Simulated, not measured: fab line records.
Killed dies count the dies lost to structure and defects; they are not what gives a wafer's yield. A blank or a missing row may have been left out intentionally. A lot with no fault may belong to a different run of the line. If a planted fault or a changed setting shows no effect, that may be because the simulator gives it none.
fab line records	flow nandHarc	part 2 of 2: steps 24 to 35 of 35
record: lots: 5	wafers: 15	lastDay: 24
route steps=1159 shown P_CONTACT@246 P_M0@253
lots that met no fault: taken from a fault-free run of the same line
startH: start of the lot's first displayed wafer, in hours after the record's first day	waitH: time in hours since the lot's previous step	" as in the row above	L1.1+2: several wafers, shown together as one row	- no value, or no start was given	* or withheld: withheld	< > ~ a bound
route shown NAME@n: NAME is a module with steps in the file, n the number in the route of the first one	usual: mean/standard deviation of fault-free wafers	same: alike in all rows	chamber/n: place in a boat	sites: per-site readings	_std_site: standard deviation of those values	_edge_site: mean of outer sites minus mean of inner sites	radiusMm: for every site, how far away it sits from the centre of the wafer	mask NAME#n: copy n	behind: the tool/chamber that last shaped the wafer	hold: why the lot was held/for how many hours/how that ended	device: names the non-switching transistor (n, p or np)	end of line: the tests these same wafers got at the end of their route	where a step has no rows: the recipe by itself	killed: at the first sort, the dies lost to defects and structure; wafer yield is something else	map: per-die view of a wafer (x killed, . not killed, _ where there is no die)
set.NAME: setting as actually run; set.NAME@STEP: the setting as run at that earlier step	model.NAME: the simulator's own value behind a step, which no gauge read
lots seen at some steps along the route; tables by step, rows by wafer
services: from which hour (startH, from the record's first day; less than 0 if before it) a tool's chamber was out of use, for how many hours, and why
== steps ==
step: NHARC_P_M0_STRIP_18
recipe: powerW: 1000	n2FlowSccm: 150	h2FlowSccm: 150	arFlowSccm: 0	biasW: 0	chemistry: N2/H2
usual: drypumpMotorCurrentA: 5.7/0.38	n2FlowSccm: 150.0/0.41	oesProductAu: 1.006/0.011	rfVppV: 91.0/1	showerheadPlenumPTorr: 2.09/0.09	throttleValvePct: 14.172/0.0087
lot.wafer	tool	chamber	startH	waitH	drypumpMotorCurrentA	n2FlowSccm	oesProductAu	rfHoursCounterH	rfVppV	showerheadPlenumPTorr	throttleValvePct
L076.1	rieDiel-04	3	131.23	0.1	5.3	149.9	1.004	1	89.7	2.16	14.163
L076.3	"	1	"	"	5.6	150.2	1.006	2	91.1	2.19	14.170
L076.5	"	3	"	"	5.3	149.3	1.009	-	92.6	2.16	14.165
L078.3	rieDiel-02	1	141.46	0.1	5.7	149.8	1.029	13	90.8	2.09	14.162
L078.1	"	3	"	"	4.8	149.9	1.004	11	90.8	2.15	14.166
L078.6	"	1	"	"	5.7	149.9	1.031	-	89.6	2.09	14.170
L087.1	rieDiel-04	2	202.74	0.1	6.0	149.5	0.991	8	89.0	1.96	14.167
L087.4	"	3	"	"	5.3	149.8	1.004	5	90.0	2.16	14.161
L087.6	"	1	"	"	5.7	150.3	1.000	-	91.5	2.19	14.179
L089.2	rieDiel-02	1	218.50	0.1	5.8	150.3	1.013	3	90.0	2.09	14.165
L089.4	"	3	"	"	4.8	150.8	1.007	3	90.1	2.15	14.186
L089.5	"	0	"	"	5.5	150.9	1.002	-	92.1	2.09	14.173
L095.2	rieDiel-04	3	234.47	0.1	5.3	149.9	1.019	7	92.4	2.16	14.185
L095.6	"	3	"	"	5.3	150.2	1.023	-	92.4	2.16	14.155
L095.5	"	0	"	"	6.1	150.5	1.002	-	91.4	2.11	14.174
step: NHARC_P_M0_STRIP_19
recipe: timeS: 600	tempC: 30	chemistry: postEtchResidueRemover
lot.wafer	tool	chamber	startH	waitH
L076.3+5+1	wetBench-01	6,7,2	131.48	-
L078.3+6+1	wetBench-01	5,6,1	141.75	-
L087.6+1+4	wetBench-01	1,5,6	202.97	-
L089.2+5+4	wetBench-07	7,1,2	218.75	-
L095.2+6+5	wetBench-01	2,4,5	234.76	-
step: NHARC_P_M0_DEGAS_28
recipe: tempC: 250	timeS: 60
usual: heaterPowerW: 329/26
lot.wafer	tool	chamber	startH	waitH	heaterPowerW
L076.3	pvdSputter-02	-	131.75	-	336
L076.1	"	-	"	"	334
L076.5	"	-	"	"	343
L078.3	pvdSputter-03	-	142.01	-	321
L078.1	"	-	"	"	381
L078.6	"	-	"	"	386
L087.4	pvdSputter-02	-	203.23	-	308
L087.1	"	-	"	"	336
L087.6	"	-	"	"	343
L089.2	pvdSputter-01	-	219.02	-	320
L089.4	"	-	"	"	300
L089.5	"	-	"	"	316
L095.2	pvdSputter-03	-	235.04	-	321
L095.5	"	-	"	"	382
L095.6	"	-	"	"	317
step: NHARC_P_M0_PRE_CLEAN_29
recipe: timeS: 30	tempC: 280	gas: H2/He
usual: heaterPowerW: 404/33
lot.wafer	tool	chamber	startH	waitH	heaterPowerW
L076.3	pvdSputter-02	-	-	-	410
L076.1	"	-	"	"	382
L076.5	"	-	"	"	417
L078.1	pvdSputter-03	-	-	-	477
L078.3	"	-	"	"	384
L078.6	"	-	"	"	473
L087.4	pvdSputter-02	-	-	-	382
L087.1	"	-	"	"	399
L087.6	"	-	"	"	374
L089.4	pvdSputter-01	-	-	-	391
L089.2	"	-	"	"	373
L089.5	"	-	"	"	366
L095.2	pvdSputter-03	-	-	-	463
L095.6	"	-	"	"	463
L095.5	"	-	"	"	390
step: NHARC_P_M0_PVD_20
recipe: targetThkA: 50	biasV: 168.6	powerW: 15000	chamberPressurePa: 0.12	timeS: 8.06	substrateTempC: 50	material: TaN
usual: throttleValvePct: 29.4/1.3
lot.wafer	tool	chamber	startH	waitH	throttleValvePct
L076.3	pvdSputter-02	-	-	-	29.9
L076.1	"	-	"	"	31.8
L076.5	"	-	"	"	30.0
L078.3	pvdSputter-03	-	-	-	31.1
L078.1	"	-	"	"	27.5
L078.6	"	-	"	"	29.6
L087.4	pvdSputter-02	-	-	-	29.8
L087.1	"	-	"	"	31.7
L087.6	"	-	"	"	28.1
L089.4	pvdSputter-01	-	-	-	30.0
L089.2	"	-	"	"	28.9
L089.5	"	-	"	"	27.1
L095.2	pvdSputter-03	-	-	-	30.8
L095.5	"	-	"	"	29.4
L095.6	"	-	"	"	30.6
step: NHARC_P_M0_PVD_21
recipe: targetThkA: 300	chamberPressurePa: 5	powerW: 5000	substrateTempC: 30	timeS: 20.49	material: Cu
usual: throttleValvePct: 29.4/1.3
lot.wafer	tool	chamber	startH	waitH	throttleValvePct
L076.1	pvdSputter-02	-	-	-	28.2
L076.3	"	-	"	"	30.2
L076.5	"	-	"	"	29.9
L078.3	pvdSputter-03	-	-	-	29.6
L078.1	"	-	"	"	27.4
L078.6	"	-	"	"	29.5
L087.4	pvdSputter-02	-	-	-	29.9
L087.1	"	-	"	"	29.2
L087.6	"	-	"	"	30.0
L089.4	pvdSputter-01	-	-	-	27.1
L089.2	"	-	"	"	28.8
L089.5	"	-	"	"	30.2
L095.2	pvdSputter-03	-	-	-	31.2
L095.5	"	-	"	"	31.2
L095.6	"	-	"	"	29.3
step: NHARC_P_M0_ECD_22
recipe: targetThkA: 4000	bathTempC: 25	material: Cu
lot.wafer	tool	chamber	startH	waitH
L076.1+3+5	ecdCu-01	1,0,1	132.11	-
L078.1+3+6	ecdCu-01	0,1,1	142.37	-
L087.1+4+6	ecdCu-01	0,1,0	203.59	-
L089.2+4+5	ecdCu-02	0,1,1	219.43	-
L095.2+6+5	ecdCu-02	1,1,0	235.39	-
step: NHARC_P_M0_ANNEAL_30
recipe: tempC: 225	timeS: 90
usual: wafer_temp_C_max: 226.28/0.3
lot.wafer	tool	chamber	startH	waitH	wafer_temp_C_max
L076.1	rtpAnneal-02	0	132.49	0.3	226.34
L076.3	"	0	"	"	226.46
L076.5	"	0	"	"	226.15
L078.1	rtpAnneal-01	0	142.75	0.3	226.45
L078.3	"	0	"	"	227.05
L078.6	"	0	"	"	226.70
L087.1	rtpAnneal-02	0	204.01	0.4	226.09
L087.4	"	0	"	"	225.63
L087.6	"	0	"	"	225.89
L089.2	rtpAnneal-02	0	219.81	-	226.19
L089.4	"	0	"	"	226.37
L089.5	"	0	"	"	225.99
L095.2	rtpAnneal-01	0	235.85	0.4	226.36
L095.5	"	0	"	"	226.17
L095.6	"	0	"	"	226.08
step: NHARC_P_M0_CMP_23
recipe: tOverpolishS: 20	targetThkNm: 117.53
usual: motorCurrentA: 11.6/1.2	timeToEndpointS: 27.4/2.7
lot.wafer	tool	chamber	startH	waitH	motorCurrentA	timeToEndpointS
L076.1	cmp-01	2	132.86	-	10.6	23.0
L076.3	"	0	"	"	11.8	24.4
L076.5	"	1	"	"	10.6	28.2
L078.3	cmp-01	1	143.12	-	10.0	33.1
L078.1	"	3	"	"	13.8	29.5
L078.6	"	1	"	"	10.0	31.6
L087.4	cmp-03	0	204.35	-	10.6	28.5
L087.1	"	2	"	"	11.4	27.5
L087.6	"	0	"	"	10.9	28.0
L089.2	cmp-01	2	220.13	-	10.7	24.4
L089.4	"	0	"	"	11.5	26.8
L089.5	"	1	"	"	10.1	28.4
L095.2	cmp-01	3	236.17	-	14.0	30.6
L095.5	"	2	"	"	10.9	27.5
L095.6	"	3	"	"	14.2	29.4
step: NHARC_P_M0_THK_MEAS_24
recipe: thkMeasGauge: xrf
usual: thkNm: 116.9/1.6
lot.wafer	tool	chamber	startH	waitH	thkNm
L076.1	filmMetro-01	-	133.14	-	113.9
L076.3	"	-	"	"	117.5
L076.5	"	-	"	"	117.0
L078.1	filmMetro-02	-	143.40	-	118.3
L078.3	"	-	"	"	118.5
L078.6	"	-	"	"	118.9
L087.1	filmMetro-01	-	204.67	-	118.1
L087.4	"	-	"	"	118.9
L087.6	"	-	"	"	115.9
L089.2	filmMetro-02	-	220.42	-	114.9
L089.4	"	-	"	"	117.7
L089.5	"	-	"	"	119.3
L095.2	filmMetro-02	-	236.46	-	116.3
L095.5	"	-	"	"	116.0
L095.6	"	-	"	"	117.0
step: NHARC_P_M0_SRD_25
lot.wafer	tool	chamber	startH	waitH
L076.1+3+5	wetBench-10	7,0,2	133.18	0.0
L078.3+6+1	wetBench-10	1,3,4	143.44	0.0
L087.1+4+6	wetBench-10	6,7,0	204.74	0.1
L089.4+2+5	wetBench-10	2,3,4	220.47	0.0
L095.5+6+2	wetBench-10	4,0,1	236.50	0.0
step: NHARC_P_M0_INSPECT_27
usual: rawDefectCount: 302/140
lot.wafer	tool	chamber	startH	waitH	rawDefectCount
L076.1	defectInspect-02	-	133.30	0.0	608
L076.3	"	-	"	"	283
L076.5	"	-	"	"	245
L078.1	defectInspect-01	-	143.56	0.0	173
L078.3	"	-	"	"	166
L078.6	"	-	"	"	175
L087.1	defectInspect-01	-	204.85	0.0	180
L087.4	"	-	"	"	199
L087.6	"	-	"	"	195
L089.2	defectInspect-02	-	220.58	0.0	136
L089.4	"	-	"	"	190
L089.5	"	-	"	"	190
L095.2	defectInspect-01	-	236.62	0.0	239
L095.5	"	-	"	"	197
L095.6	"	-	"	"	206
== services ==
tool	chamber	startH	hours	kind
pvdSputter-03	-	102.00	10.0	pm
pecvd-03	-	111.08	13.0	pm
rieDiel-04	-	111.90	9.0	pm
cvdW-01	-	114.38	13.0	pm
lithoTrack-06	-	117.00	7.0	pm
rieDiel-13	-	126.02	9.0	pm
cvdW-01	-	133.80	0.9	repair
lithoTrack-04	-	141.00	7.0	pm
rieDiel-02	-	150.70	9.0	pm
rieDiel-04	3	154.52	27.0	repair
pvdSputter-01	-	158.00	10.0	pm
pecvd-03	0	159.91	1.9	repair
rieDiel-02	0	163.29	3.3	repair
cmp-01	-	179.50	4.0	pm
rieDiel-02	-	196.04	1.1	repair
pvdSputter-01	-	210.12	1.1	repair
cvdW-01	-	211.14	1.1	repair
wetBench-01	-	213.60	8.0	pm
pvdSputter-02	-	214.00	10.0	pm
ecdCu-01	-	215.56	0.5	repair
rieDiel-13	0	230.03	35.6	repair
rieDiel-04	0	230.43	2.9	repair
rieDiel-02	1	231.81	21.0	repair
rieDiel-13	-	235.44	1.3	repair
